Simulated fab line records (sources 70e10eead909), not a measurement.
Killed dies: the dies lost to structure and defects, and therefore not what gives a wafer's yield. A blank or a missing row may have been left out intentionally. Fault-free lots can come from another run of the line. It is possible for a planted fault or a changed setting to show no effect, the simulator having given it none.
Chamber matching | flow nand-harc | NHARC_A_STAIRCASE_ETCH_444 on rie-diel-08 has 4 sister chambers
The step etches the open film in C4F8/O2, target depth 20400 nm, time 6800 s. 18 wafers are shown with their chamber, then 9 later ones without.

## WAFERS, EACH WITH ITS CHAMBER
wafer  | chamber | rf-vpp-V (V) | oes-product-au (a.u.)
L076.1 | 1       | 806.5        | 0.907
L076.4 | 2       | 803.8        | 0.917
L076.5 | 1       | 806.2        | 0.915
L075.1 | 3       | 804.9        | 0.909
L075.3 | 2       | 804.8        | 0.901
L075.5 | 3       | 804.0        | 0.924
L079.1 | 2       | 803.6        | 0.921
L079.3 | 1       | 806.6        | 0.923
L079.5 | 3       | 803.1        | 0.928
L080.4 | 2       | 805.0        | 0.922
L080.5 | 3       | 804.0        | 0.921
L080.6 | 0       | 806.0        | 0.927
L084.2 | 2       | 803.5        | 0.950
L084.5 | 3       | 803.2        | 0.963
L084.6 | 0       | 805.8        | 0.961
L089.2 | 0       | 804.9        | 0.954
L089.4 | 2       | 804.6        | 0.936
L089.6 | 1       | 805.9        | 0.942

SIGNATURES (averages over the wafers above)
reading        | chamber 0 | chamber 1 | chamber 2 | chamber 3 | scatter within a chamber
rf-vpp-V       | 805.567   | 806.300   | 804.217   | 803.840   | 0.615
oes-product-au | 0.94733   | 0.92175   | 0.92450   | 0.92900   | 0.0177
Rule: for each reading, subtract the chamber's mean from the wafer's reading, divide by that reading's scatter and square the result; add these up over the readings and take the root, which gives the wafer's distance from the chamber. If the next closest chamber is less than 2 further off than the closest, the wafer can't be placed; otherwise it belongs to the closest. How the scatter is found: for the shown wafers, subtract from each reading the mean of its chamber, square and add these, divide the total by (wafers less chambers), then take the root.

## WAFERS WHOSE CHAMBER IS MISSING
wafer  | rf-vpp-V (V) | oes-product-au (a.u.)
L090.1 | 804.6        | 0.956
L090.2 | 802.5        | 0.948
L090.3 | 806.0        | 0.947
L091.3 | 803.2        | 0.918
L091.5 | 803.6        | 0.918
L091.6 | 804.4        | 0.920
L095.1 | 802.9        | 0.918
L095.2 | 805.1        | 0.912
L095.6 | 803.9        | 0.909

## WHICH CHAMBER EACH ONE RAN IN
wafer  | from the rows above               | in truth
L090.1 | can't be placed: 0 or 2 or 3 or 1 | 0
L090.2 | can't be placed: 3 or 2           | 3
L090.3 | can't be placed: 0 or 1           | 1
L091.3 | can't be placed: 3 or 2           | 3
L091.5 | can't be placed: 3 or 2           | 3
L091.6 | can't be placed: 2 or 3           | 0
L095.1 | can't be placed: 3 or 2           | 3
L095.2 | can't be placed: 2 or 1 or 0 or 3 | 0
L095.6 | can't be placed: 2 or 3           | 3
Correct placement for 0 of the 9. Not placeable from these rows: 9 (in 8, the candidates include the true chamber). Placed wrongly: 0.
